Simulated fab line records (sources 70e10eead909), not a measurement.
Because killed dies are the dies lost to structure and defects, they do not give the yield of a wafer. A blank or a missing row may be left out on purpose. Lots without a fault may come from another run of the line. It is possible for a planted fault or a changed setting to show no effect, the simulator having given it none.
fab line records    flow nandHarc    part 1 of 2: steps 1 to 16 of 27
record: lots: 5  wafers: 15  lastDay: 24
route steps=1159 shown A_STAIRCASE@577
lots that met no fault: from a run of the same line without faults
startH: the number of hours between the record's first day and the start of the first shown wafer of the lot    waitH: hours from the lot's prior step to this one    " as in the row above    L1.1+2: a row that stands for several wafers    - no value, or no start was given    * or withheld: withheld    < > ~ a bound
route shown NAME@n: NAME is a module with steps in the file, n the number in the route of the first one    usual: mean and standard deviation over wafers with no fault    same: alike in all rows    chamber/n: place in a boat    sites: the reading at each site    _std_site: the values' standard deviation    _edge_site: outer sites' mean less inner sites'    radiusMm: for every site, how far away it sits from the centre of the wafer    mask NAME#n: copy n    behind: the last tool/chamber to shape the wafer    hold: why the lot was held/for how many hours/how that ended    device: whichever transistor did not switch (one of n, p or np)    end of line: at the end of the route, the tests of the same wafers    a step without rows: its recipe alone    killed: not the wafer's yield, but the dies lost to structure and defects at the first sort    map: the dies of a wafer, with x for killed, . for not killed, _ for no die there
set.NAME: the run value of the setting; set.NAME@STEP: its run value at that earlier step    model.NAME: the simulator's own value behind a step, which no gauge read
lots at selected steps of the route; one table per step, one row per wafer
services: when a tool's chamber went out of use (startH, in hours from the record's first day, below 0 if earlier), for how many hours, and the reason
== steps ==
step: NHARC_A_STAIRCASE_DEVELOP_183
recipe: timeS: 140
lot.wafer   tool           chamber  startH  waitH
L076.3+4+5  lithoTrack-07  0        -       -
L084.2+3+5  lithoTrack-05  0        -       -
L087.2+3+6  lithoTrack-02  0        -       -
L085.2+4+5  lithoTrack-05  0        -       -
L095.1+3+4  lithoTrack-05  0        -       -
step: NHARC_A_STAIRCASE_HARDBAKE_185
recipe: tempC: 120  timeS: 140
usual: heaterPowerTotalW: 127.29/0.2
lot.wafer  tool           chamber  startH  waitH  heaterPowerTotalW
L076.3     lithoTrack-05  0        257.15  -      127.34
L076.4     "              0        "       "      127.37
L076.5     "              0        "       "      127.42
L084.2     lithoTrack-05  0        293.92  -      127.53
L084.3     "              0        "       "      127.35
L084.5     "              0        "       "      127.18
L087.2     lithoTrack-02  0        315.57  -      127.27
L087.3     "              0        "       "      127.42
L087.6     "              0        "       "      127.03
L085.2     lithoTrack-07  0        323.32  -      127.39
L085.4     "              0        "       "      127.07
L085.5     "              0        "       "      127.05
L095.1     lithoTrack-02  0        360.51  -      127.28
L095.3     "              0        "       "      127.32
L095.4     "              0        "       "      127.26
step: NHARC_A_STAIRCASE_DESCUM_186
recipe: timeS: 3  o2FlowSccm: 200  arFlowSccm: 0  biasPowerW: 0  chemistry: O2
usual: drypumpMotorCurrentA: 5.6/0.52  oesProductAu: 0.998/0.008  rfVppV: 57.7/0.9  showerheadPlenumPTorr: 1.90/0.086  throttleValvePct: 11.312/0.0092
lot.wafer  tool        chamber  startH  waitH  drypumpMotorCurrentA  oesProductAu  rfHoursCounterH  rfVppV  showerheadPlenumPTorr  throttleValvePct
L076.4     rieDiel-01  1        257.23  -      5.5                   0.993         42               57.7    1.81                   11.309
L076.3     "           2        "       "      4.8                   1.001         43               58.2    1.95                   11.284
L076.5     "           2        "       "      4.8                   0.999         -                58.6    1.95                   11.309
L084.3     rieDiel-08  1        294.01  -      6.3                   0.996         61               58.0    1.85                   11.314
L084.2     "           0        "       "      5.9                   0.989         62               57.9    1.78                   11.310
L084.5     "           1        "       "      6.4                   0.981         -                56.5    1.85                   11.314
L087.3     rieDiel-08  3        317.01  -      5.5                   1.009         3                56.3    1.78                   11.306
L087.2     "           2        "       "      5.2                   1.012         3                57.7    2.05                   11.304
L087.6     "           3        "       "      5.5                   1.025         -                57.7    1.78                   11.309
L085.4     rieDiel-08  3        323.41  -      5.5                   0.994         7                56.6    1.78                   11.309
L085.2     "           2        "       "      5.2                   1.003         6                57.1    2.05                   11.307
L085.5     "           3        "       "      5.5                   0.993         -                58.2    1.78                   11.323
L095.1     rieDiel-04  1        360.60  -      5.0                   1.009         20               58.9    1.89                   11.307
L095.4     "           2        "       "      5.4                   1.000         26               57.5    1.89                   11.304
L095.3     "           0        "       "      5.9                   1.010         27               57.3    1.95                   11.313
step: NHARC_A_STAIRCASE_TRIM_187
recipe: timeS: 211.2  o2FlowSccm: 500  arFlowSccm: 0  biasW: 0  chemistry: O2
usual: drypumpMotorCurrentA: 5.6/0.54  oesProductAu: 0.999/0.0074  rfVppV: 57.6/0.88  showerheadPlenumPTorr: 3.51/0.14  throttleValvePct: 17.037/0.0088
lot.wafer  tool        chamber  startH  waitH  drypumpMotorCurrentA  oesProductAu  rfHoursCounterH  rfVppV  showerheadPlenumPTorr  throttleValvePct
L076.3     rieDiel-01  3        257.33  0.1    5.2                   0.995         32               59.2    3.69                   17.047
L076.4     "           0        "       "      5.8                   0.992         29               58.9    3.67                   17.047
L076.5     "           2        "       "      4.8                   1.002         -                57.9    3.58                   17.030
L084.2     rieDiel-08  1        294.10  0.1    6.4                   1.000         61               56.9    3.42                   17.035
L084.3     "           2        "       "      5.2                   0.996         64               59.1    3.77                   17.036
L084.5     "           1        "       "      6.4                   0.995         -                57.2    3.42                   17.038
L087.3     rieDiel-08  1        317.27  0.3    6.4                   1.004         3                58.2    3.42                   17.050
L087.2     "           2        "       "      5.2                   1.007         3                58.3    3.77                   17.054
L087.6     "           1        "       "      6.4                   0.998         -                57.8    3.42                   17.038
L085.4     rieDiel-08  2        323.62  0.2    5.2                   1.010         6                58.5    3.76                   17.036
L085.2     "           3        "       "      5.5                   0.988         7                57.1    3.29                   17.033
L085.5     "           1        "       "      6.4                   1.004         -                57.5    3.42                   17.039
L095.3     rieDiel-04  0        360.68  0.1    5.9                   1.003         27               56.5    3.59                   17.029
L095.1     "           1        "       "      5.0                   0.999         20               55.8    3.49                   17.033
L095.4     "           3        "       "      6.7                   0.997         23               57.2    3.37                   17.030
step: NHARC_A_STAIRCASE_ETCH_188
recipe: targetDepthA: 1000  timeS: 40.5  ionEnergyEv: 400  c4f8FlowSccm: 20  o2FlowSccm: 10  arFlowSccm: withheld  rfW: 600  biasW: 1000  chemistry: C4F8/O2
usual: oesProductAu: 0.933/0.012  rfVppV: 896/5.5
lot.wafer  tool        chamber  startH  waitH  oesProductAu  rfHoursCounterH  rfVppV
L076.3     rieDiel-01  3        -       -      0.943         32               901
L076.4     "           1        "       "      0.920         42               889
L076.5     "           2        "       "      0.927         -                898
L084.3     rieDiel-08  1        -       -      0.932         61               892
L084.2     "           2        "       "      0.936         64               905
L084.5     "           2        "       "      0.939         -                904
L087.3     rieDiel-08  3        -       -      0.921         4                888
L087.2     "           1        "       "      0.928         3                893
L087.6     "           2        "       "      0.925         -                905
L085.2     rieDiel-08  2        -       -      0.939         7                905
L085.4     "           0        "       "      0.922         7                888
L085.5     "           1        "       "      0.933         -                892
L095.4     rieDiel-04  3        -       -      0.962         23               890
L095.1     "           0        "       "      0.948         27               897
L095.3     "           1        "       "      0.954         20               895
step: NHARC_A_STAIRCASE_TRIM_189
recipe: timeS: 211.2  o2FlowSccm: 500  arFlowSccm: 0  biasW: 0  chemistry: O2
usual: drypumpMotorCurrentA: 5.5/0.52  oesProductAu: 0.998/0.0067  rfVppV: 57.8/0.87  showerheadPlenumPTorr: 3.51/0.15  throttleValvePct: 17.038/0.0097
lot.wafer  tool        chamber  startH  waitH  drypumpMotorCurrentA  oesProductAu  rfHoursCounterH  rfVppV  showerheadPlenumPTorr  throttleValvePct
L076.3     rieDiel-01  2        -       -      4.8                   0.995         44               57.3    3.58                   17.052
L076.4     "           3        "       "      5.2                   0.999         32               58.9    3.69                   17.030
L076.5     "           1        "       "      5.4                   0.988         -                58.4    3.35                   17.016
L084.2     rieDiel-08  2        -       -      5.2                   1.005         65               57.6    3.77                   17.037
L084.3     "           3        "       "      5.5                   1.006         65               57.5    3.30                   17.027
L084.5     "           2        "       "      5.2                   1.002         -                57.6    3.77                   17.037
L087.2     rieDiel-08  1        -       -      6.4                   1.006         3                56.9    3.42                   17.019
L087.3     "           3        "       "      5.5                   1.017         4                57.1    3.29                   17.032
L087.6     "           1        "       "      6.4                   1.000         -                57.5    3.42                   17.040
L085.2     rieDiel-08  3        -       -      5.5                   1.006         7                57.7    3.29                   17.032
L085.4     "           0        "       "      5.9                   0.996         7                56.9    3.30                   17.039
L085.5     "           2        "       "      5.2                   1.013         -                57.4    3.76                   17.034
L095.4     rieDiel-04  2        -       -      5.4                   0.992         26               57.7    3.49                   17.023
L095.1     "           3        "       "      6.7                   0.989         23               59.6    3.37                   17.038
L095.3     "           0        "       "      5.9                   1.002         27               56.7    3.59                   17.035
step: NHARC_A_STAIRCASE_ETCH_190
recipe: targetDepthA: 1000  timeS: 40.5  ionEnergyEv: 400  c4f8FlowSccm: 20  o2FlowSccm: 10  arFlowSccm: withheld  rfW: 600  biasW: 1000  chemistry: C4F8/O2
usual: oesProductAu: 0.937/0.01  rfVppV: 895/5.3
lot.wafer  tool        chamber  startH  waitH  oesProductAu  rfHoursCounterH  rfVppV
L076.3     rieDiel-01  3        -       -      0.940         32               901
L076.4     "           0        "       "      0.925         29               902
L076.5     "           0        "       "      0.919         -                901
L084.3     rieDiel-08  3        -       -      0.939         65               887
L084.2     "           1        "       "      0.931         61               892
L084.5     "           3        "       "      0.944         -                889
L087.2     rieDiel-08  3        -       -      0.948         4                888
L087.3     "           0        "       "      0.928         4                888
L087.6     "           1        "       "      0.950         -                892
L085.4     rieDiel-08  1        -       -      0.936         7                894
L085.2     "           3        "       "      0.930         7                887
L085.5     "           2        "       "      0.924         -                905
L095.1     rieDiel-04  0        -       -      0.955         27               898
L095.3     "           1        "       "      0.949         21               894
L095.4     "           3        "       "      0.967         23               890
step: NHARC_A_STAIRCASE_TRIM_191
recipe: timeS: 211.2  o2FlowSccm: 500  arFlowSccm: 0  biasW: 0  chemistry: O2
usual: drypumpMotorCurrentA: 5.6/0.52  oesProductAu: 0.998/0.007  rfVppV: 57.7/0.87  showerheadPlenumPTorr: 3.50/0.15  throttleValvePct: 17.037/0.01
lot.wafer  tool        chamber  startH  waitH  drypumpMotorCurrentA  oesProductAu  rfHoursCounterH  rfVppV  showerheadPlenumPTorr  throttleValvePct
L076.3     rieDiel-01  1        -       -      5.5                   1.002         42               57.8    3.35                   17.050
L076.4     "           2        "       "      4.9                   1.002         44               58.3    3.58                   17.037
L076.5     "           0        "       "      5.8                   0.984         -                58.3    3.67                   17.050
L084.3     rieDiel-08  2        -       -      5.2                   1.001         65               58.1    3.77                   17.031
L084.2     "           0        "       "      5.9                   0.995         62               56.4    3.31                   17.061
L084.5     "           2        "       "      5.2                   1.002         -                59.1    3.77                   17.021
L087.3     rieDiel-08  1        -       -      6.4                   1.011         4                57.0    3.42                   17.044
L087.2     "           2        "       "      5.2                   1.010         4                58.4    3.77                   17.029
L087.6     "           0        "       "      5.9                   0.991         -                56.4    3.30                   17.030
L085.4     rieDiel-08  1        -       -      6.4                   1.009         8                57.9    3.42                   17.052
L085.2     "           3        "       "      5.5                   1.001         7                55.9    3.29                   17.043
L085.5     "           1        "       "      6.4                   1.000         -                58.5    3.42                   17.048
L095.1     rieDiel-04  3        -       -      6.7                   1.001         23               57.1    3.37                   17.022
L095.4     "           0        "       "      5.9                   1.005         27               56.6    3.59                   17.046
L095.3     "           1        "       "      5.0                   1.010         21               58.0    3.49                   17.042
step: NHARC_A_STAIRCASE_ETCH_192
recipe: targetDepthA: 1000  timeS: 40.5  ionEnergyEv: 400  c4f8FlowSccm: 20  o2FlowSccm: 10  arFlowSccm: withheld  rfW: 600  biasW: 1000  chemistry: C4F8/O2
usual: oesProductAu: 0.938/0.01  rfVppV: 895/5.5
lot.wafer  tool        chamber  startH  waitH  oesProductAu  rfHoursCounterH  rfVppV
L076.4     rieDiel-01  0        -       -      0.935         29               901
L076.3     "           1        "       "      0.930         42               889
L076.5     "           2        "       "      0.931         -                899
L084.3     rieDiel-08  2        -       -      0.950         65               905
L084.2     "           0        "       "      0.935         62               887
L084.5     "           3        "       "      0.951         -                885
L087.2     rieDiel-08  1        -       -      0.947         4                893
L087.3     "           3        "       "      0.934         4                888
L087.6     "           1        "       "      0.943         -                893
L085.2     rieDiel-08  3        -       -      0.940         8                886
L085.4     "           2        "       "      0.942         7                903
L085.5     "           0        "       "      0.923         -                886
L095.4     rieDiel-04  0        -       -      0.952         27               898
L095.1     "           1        "       "      0.953         21               895
L095.3     "           3        "       "      0.948         23               889
step: NHARC_A_STAIRCASE_TRIM_193
recipe: timeS: 211.2  o2FlowSccm: 500  arFlowSccm: 0  biasW: 0  chemistry: O2
usual: drypumpMotorCurrentA: 5.6/0.54  oesProductAu: 0.999/0.0072  rfVppV: 57.7/0.85  showerheadPlenumPTorr: 3.51/0.15  throttleValvePct: 17.037/0.0087
lot.wafer  tool        chamber  startH  waitH  drypumpMotorCurrentA  oesProductAu  rfHoursCounterH  rfVppV  showerheadPlenumPTorr  throttleValvePct
L076.3     rieDiel-01  0        -       -      5.8                   0.988         29               57.8    3.67                   17.047
L076.4     "           1        "       "      5.5                   0.997         42               58.2    3.35                   17.035
L076.5     "           3        "       "      5.2                   0.999         -                58.4    3.69                   17.040
L084.3     rieDiel-08  0        -       -      5.9                   0.995         62               57.0    3.31                   17.034
L084.2     "           1        "       "      6.4                   1.004         61               58.5    3.42                   17.037
L084.5     "           1        "       "      6.4                   1.015         -                58.0    3.42                   17.038
L087.3     rieDiel-08  3        -       -      5.5                   1.006         4                58.5    3.29                   17.046
L087.2     "           2        "       "      5.2                   1.012         4                58.9    3.77                   17.046
L087.6     "           3        "       "      5.5                   1.017         -                56.4    3.29                   17.034
L085.4     rieDiel-08  3        -       -      5.5                   0.992         8                58.9    3.29                   17.040
L085.2     "           0        "       "      5.9                   0.982         8                58.0    3.30                   17.034
L085.5     "           2        "       "      5.2                   0.998         -                58.4    3.76                   17.036
L095.1     rieDiel-04  1        -       -      5.0                   1.001         21               57.9    3.49                   17.040
L095.3     "           2        "       "      5.4                   0.987         26               57.7    3.49                   17.035
L095.4     "           3        "       "      6.7                   0.991         23               58.0    3.37                   17.036
step: NHARC_A_STAIRCASE_ETCH_194
recipe: targetDepthA: 1000  timeS: 40.5  ionEnergyEv: 400  c4f8FlowSccm: 20  o2FlowSccm: 10  arFlowSccm: withheld  rfW: 600  biasW: 1000  chemistry: C4F8/O2
usual: oesProductAu: 0.939/0.0083  rfVppV: 895/5.4
lot.wafer  tool        chamber  startH  waitH  oesProductAu  rfHoursCounterH  rfVppV
L076.4     rieDiel-01  3        -       -      0.947         32               903
L076.3     "           1        "       "      0.935         42               889
L076.5     "           0        "       "      0.940         -                901
L084.3     rieDiel-08  2        -       -      0.943         65               905
L084.2     "           3        "       "      0.952         66               887
L084.5     "           1        "       "      0.938         -                893
L087.3     rieDiel-08  0        -       -      0.923         4                889
L087.2     "           1        "       "      0.936         4                891
L087.6     "           0        "       "      0.922         -                886
L085.4     rieDiel-08  3        -       -      0.937         8                886
L085.2     "           1        "       "      0.942         8                893
L085.5     "           0        "       "      0.933         -                888
L095.3     rieDiel-04  1        -       -      0.950         21               895
L095.1     "           2        "       "      0.930         26               894
L095.4     "           3        "       "      0.951         23               891
step: NHARC_A_STAIRCASE_TRIM_196
recipe: timeS: 211.2  o2FlowSccm: 500  arFlowSccm: 0  biasW: 0  chemistry: O2
usual: drypumpMotorCurrentA: 5.5/0.48  oesProductAu: 0.998/0.0071  rfVppV: 57.7/0.88  showerheadPlenumPTorr: 3.51/0.15  throttleValvePct: 17.037/0.0093
lot.wafer  tool        chamber  startH  waitH  drypumpMotorCurrentA  oesProductAu  rfHoursCounterH  rfVppV  showerheadPlenumPTorr  throttleValvePct
L076.4     rieDiel-08  1        258.49  0.1    6.4                   1.012         48               58.0    3.43                   17.051
L076.3     "           3        "       "      5.5                   1.013         53               58.0    3.30                   17.027
L076.5     "           0        "       "      5.9                   1.006         -                57.8    3.31                   17.044
L084.3     rieDiel-01  1        295.25  0.1    5.5                   0.999         57               57.2    3.34                   17.047
L084.2     "           3        "       "      5.2                   0.991         47               57.2    3.68                   17.038
L084.5     "           1        "       "      5.5                   0.988         -                57.5    3.34                   17.041
L087.3     rieDiel-04  2        318.85  0.1    5.4                   0.996         9                56.1    3.50                   17.033
L087.2     "           1        "       "      5.0                   1.011         4                56.4    3.50                   17.032
L087.6     "           2        "       "      5.4                   1.000         -                57.3    3.50                   17.045
L085.4     rieDiel-01  1        325.31  0.1    5.5                   1.004         0                58.5    3.34                   17.047
L085.2     "           3        "       "      5.1                   1.002         0                57.9    3.67                   17.027
L085.5     "           1        "       "      5.5                   1.000         -                56.6    3.34                   17.036
L095.3     rieDiel-01  3        361.71  0.1    5.2                   0.991         12               58.0    3.67                   17.026
L095.4     "           1        "       "      5.5                   0.997         13               57.3    3.33                   17.024
L095.1     "           2        "       "      4.8                   0.995         12               56.2    3.56                   17.037
step: NHARC_A_STAIRCASE_ETCH_197
recipe: targetDepthA: 1000  timeS: 40.5  ionEnergyEv: 400  c4f8FlowSccm: 20  o2FlowSccm: 10  arFlowSccm: withheld  rfW: 600  biasW: 1000  chemistry: C4F8/O2
usual: oesProductAu: 0.949/0.02  rfVppV: 896/5.5
lot.wafer  tool        chamber  startH  waitH  oesProductAu  rfHoursCounterH  rfVppV
L076.4     rieDiel-08  0        -       -      0.929         51               888
L076.3     "           2        "       "      0.922         51               904
L076.5     "           3        "       "      0.912         -                888
L084.3     rieDiel-01  2        -       -      0.916         60               898
L084.2     "           3        "       "      0.919         47               900
L084.5     "           2        "       "      0.907         -                898
L087.2     rieDiel-04  3        -       -      0.972         5                891
L087.3     "           0        "       "      0.986         9                900
L087.6     "           3        "       "      0.966         -                892
L085.2     rieDiel-01  3        -       -      0.973         0                901
L085.4     "           0        "       "      0.970         0                901
L085.5     "           1        "       "      0.974         -                888
L095.4     rieDiel-01  0        -       -      0.961         14               900
L095.1     "           1        "       "      0.980         13               889
L095.3     "           3        "       "      0.977         12               900
step: NHARC_A_STAIRCASE_TRIM_198
recipe: timeS: 211.2  o2FlowSccm: 500  arFlowSccm: 0  biasW: 0  chemistry: O2
usual: drypumpMotorCurrentA: 5.5/0.48  oesProductAu: 0.998/0.0074  rfVppV: 57.7/0.93  showerheadPlenumPTorr: 3.51/0.15  throttleValvePct: 17.037/0.0095
lot.wafer  tool        chamber  startH  waitH  drypumpMotorCurrentA  oesProductAu  rfHoursCounterH  rfVppV  showerheadPlenumPTorr  throttleValvePct
L076.3     rieDiel-08  3        -       -      5.5                   1.002         53               56.3    3.30                   17.031
L076.4     "           1        "       "      6.4                   0.991         48               56.2    3.43                   17.044
L076.5     "           3        "       "      5.5                   1.001         -                57.8    3.30                   17.044
L084.3     rieDiel-01  1        -       -      5.5                   0.973         57               57.7    3.34                   17.042
L084.2     "           2        "       "      4.8                   1.000         60               57.6    3.57                   17.045
L084.5     "           1        "       "      5.5                   0.992         -                56.7    3.34                   17.055
L087.3     rieDiel-04  2        -       -      5.4                   0.995         10               56.3    3.50                   17.042
L087.2     "           0        "       "      5.9                   1.002         9                59.3    3.60                   17.060
L087.6     "           2        "       "      5.4                   1.002         -                57.1    3.50                   17.037
L085.2     rieDiel-01  0        -       -      5.8                   0.996         0                57.2    3.66                   17.034
L085.4     "           2        "       "      4.8                   1.008         0                57.9    3.57                   17.032
L085.5     "           1        "       "      5.5                   0.997         -                58.6    3.34                   17.029
L095.3     rieDiel-01  0        -       -      5.8                   1.000         14               58.4    3.66                   17.025
L095.1     "           1        "       "      5.5                   1.007         14               57.6    3.33                   17.043
L095.4     "           3        "       "      5.2                   0.991         12               57.2    3.67                   17.050
step: NHARC_A_STAIRCASE_ETCH_199
recipe: targetDepthA: 1000  timeS: 40.5  ionEnergyEv: 400  c4f8FlowSccm: 20  o2FlowSccm: 10  arFlowSccm: withheld  rfW: 600  biasW: 1000  chemistry: C4F8/O2
usual: oesProductAu: 0.944/0.01  rfVppV: 896/5.5
lot.wafer  tool        chamber  startH  waitH  oesProductAu  rfHoursCounterH  rfVppV
L076.4     rieDiel-08  1        -       -      0.944         49               892
L076.3     "           2        "       "      0.930         51               904
L076.5     "           0        "       "      0.945         -                888
L084.3     rieDiel-01  1        -       -      0.918         57               889
L084.2     "           3        "       "      0.937         47               900
L084.5     "           1        "       "      0.925         -                889
L087.2     rieDiel-04  3        -       -      0.941         5                890
L087.3     "           0        "       "      0.952         9                900
L087.6     "           1        "       "      0.965         -                895
L085.4     rieDiel-01  0        -       -      0.935         0                902
L085.2     "           1        "       "      0.954         0                888
L085.5     "           1        "       "      0.950         -                889
L095.4     rieDiel-01  3        -       -      0.953         12               902
L095.1     "           0        "       "      0.937         14               901
L095.3     "           1        "       "      0.939         14               889
step: NHARC_A_STAIRCASE_TRIM_200
recipe: timeS: 211.2  o2FlowSccm: 500  arFlowSccm: 0  biasW: 0  chemistry: O2
usual: drypumpMotorCurrentA: 5.5/0.47  oesProductAu: 0.998/0.0071  rfVppV: 57.8/0.84  showerheadPlenumPTorr: 3.51/0.15  throttleValvePct: 17.036/0.0098
lot.wafer  tool        chamber  startH  waitH  drypumpMotorCurrentA  oesProductAu  rfHoursCounterH  rfVppV  showerheadPlenumPTorr  throttleValvePct
L076.4     rieDiel-08  1        -       -      6.4                   1.003         49               56.0    3.43                   17.036
L076.3     "           0        "       "      5.9                   1.002         51               56.7    3.31                   17.028
L076.5     "           2        "       "      5.2                   0.991         -                57.7    3.78                   17.062
L084.2     rieDiel-01  1        -       -      5.5                   0.989         57               57.7    3.34                   17.041
L084.3     "           3        "       "      5.2                   0.993         47               57.9    3.68                   17.026
L084.5     "           1        "       "      5.5                   0.997         -                57.6    3.34                   17.031
L087.2     rieDiel-04  2        -       -      5.4                   1.007         10               59.5    3.50                   17.038
L087.3     "           0        "       "      6.0                   0.997         10               57.3    3.60                   17.025
L087.6     "           2        "       "      5.4                   0.994         -                56.9    3.50                   17.040
L085.2     rieDiel-01  0        -       -      5.8                   0.993         0                58.5    3.66                   17.035
L085.4     "           2        "       "      4.8                   1.005         0                56.4    3.57                   17.026
L085.5     "           0        "       "      5.8                   0.984         -                57.9    3.66                   17.040
L095.3     rieDiel-01  1        -       -      5.5                   0.987         14               57.9    3.33                   17.024
L095.1     "           3        "       "      5.2                   0.985         13               58.5    3.67                   17.053
L095.4     "           0        "       "      5.8                   0.996         14               57.0    3.66                   17.034
